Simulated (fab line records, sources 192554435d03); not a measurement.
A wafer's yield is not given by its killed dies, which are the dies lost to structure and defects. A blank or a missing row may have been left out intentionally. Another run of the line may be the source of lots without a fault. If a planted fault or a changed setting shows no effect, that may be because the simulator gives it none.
Struck lot and sound lot, side by side ; flow n5 finfet ; 18 steps out of a route of 1938
Sound: the wafers L703.2, L703.4, L703.5. Struck: wafer L708.6. (L708.3, L708.4 of the same lot were not struck and are left out.) The cause comes at the end.
Each step with rows lists, per side, the tool, then ch with its chambers, then its first start. Under that, the readings that differ: sound wafers ; struck wafers ; difference of the means ; sigmas: that difference in standard deviations of wafers without a fault.
alike: readings whose means differ by less than 2 such deviations, and words and numbers that are the same on both sides. not compared: withheld readings, readings that some wafer has no value for, bounds like >300 that may hide the same value, and numbers for which the record gives no deviation and whose values overlap.
The two part at a step that has a row with sigmas, a row that says differs or no value, or rows on one side only. Numbers that have no deviation but don't overlap get no sigmas and don't part them. Lack of a reading on every wafer of one side parts them only where that side has two or more wafers.

first, 2 steps without rows for these wafers: N5_BEOL_M12_ETCH_68 (etches SOC in N2/H2, time 285 s); N5_BEOL_M12_STRIP_69 (strips in N2/H2).
N5_BEOL_M12_TRENCH_ETCH_34: etches SiOC in C4F8/O2/Ar, target depth 318.95 nm, time 125.5 s.
  sound on rie diel-01 ch 0,1,2, day 12 16:53; struck on rie diel-05 ch 1, day 13 21:18
  alike: O2_flow_sccm, drypump motor current A, he outer torr, oes product au, rf vpp V, showerhead plenum p Torr, throttle valve pct
  not compared: rf hours counter h
then, 1 step without rows for these wafers: N5_BEOL_M12_STRIP_70 (strips in C4F8/O2/Ar).
N5_BEOL_M12_OCD_MEAS_35:
  struck on ocd-02, day 13 21:28; sound on ocd-01, day 12 17:03
  alike: trench depth nm
then, 1 step without rows for these wafers: N5_BEOL_M12_STRIP_37 (strips in N2/H2).
N5_BEOL_M12_ETCH_38: etches SiCN in CF4/N2, target depth 68.7 nm, time 73.4 s.
  sound on rie diel-06 ch 0,1,3, day 12 19:13; struck on rie diel-06 ch 0, day 13 22:00
  alike: drypump motor current A, oes product au, rf vpp V, showerhead plenum p Torr, throttle valve pct
  not compared: rf hours counter h
then, 3 steps without rows for these wafers: N5_BEOL_M12_PRECLEAN_39 (cleans in residue remover, time 60 s); N5_BEOL_M12_SRD_40 (time 30 s, dry time 30 s); N5_BEOL_M12_DEGAS_41 (time 60 s).
N5_BEOL_M12_PRE_CLEAN_42: time 30 s.
  struck on pvd sputter-02, day 13 22:25; sound on pvd sputter-02, day 12 19:29
  alike: heater power w
N5_BEOL_M12_SPUTTER_43: material TaN, target thk 15 nm, time 24.19 s.
  struck on pvd sputter-02, day 13 22:28; sound on pvd sputter-02, day 12 19:32
  alike: bias v, cathode dc power W, chamber pressure pa, throttle valve pct
N5_BEOL_M12_SPUTTER_44: material Ta, target thk 10 nm, time 16.13 s.
  struck on pvd sputter-02, day 13 22:32; sound on pvd sputter-02, day 12 19:37
reading;sound;struck;difference;sigmas
bias v (V);79.7 81.0 80.5;78.6;-1.8;-2
cathode dc power W (W);15003 14996 15004;9657.7;-5343.3;-99 or more
model.Ta_of_BEOL_M12_SPUTTER_44.thk nm (nm);10 9.8 9.8;6.4;-3.5;
  alike: chamber pressure pa, throttle valve pct
then, 2 steps without rows for these wafers: N5_BEOL_M12_SPUTTER_45 (material Cu, target thk 80 nm, time 13.33 s); N5_BEOL_M12_ECD_47 (material Cu, target thk 720 nm).
N5_BEOL_M12_ANNEAL_48: time 90 s.
  sound on rtp anneal-02 ch 0, day 12 20:00; struck on rtp anneal-01 ch 0, day 13 22:59
  alike: wafer_temp_C_max
N5_BEOL_M12_CMP_49: polishes, stops on SiOC, t overpolish 20.6 s, target thk 320 nm.
  sound on cmp-02 ch 0,1, day 12 20:15; struck on cmp-02 ch 2, day 13 23:13
reading;sound;struck;difference;sigmas
barrier field endpoint s (s);30.4 30.7 30.3;24.6;-5.9;-7
  alike: motor current A
N5_BEOL_M12_THK_MEAS_50: measures by xrf.
  struck on film metro-01, day 13 23:29; sound on film metro-02, day 12 20:32
  alike: M12_THK

== WHERE THEY PART ==
Last at N5_BEOL_M12_CMP_49 as far as this record goes, first at N5_BEOL_M12_SPUTTER_44. Later steps at which nothing parts them and some readings are alike: N5_BEOL_M12_THK_MEAS_50.

WHY: the cause the simulator had injected
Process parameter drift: pvd sputter-02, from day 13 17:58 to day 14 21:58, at N5_BEOL_M12_SPUTTER_44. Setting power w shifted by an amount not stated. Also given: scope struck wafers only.
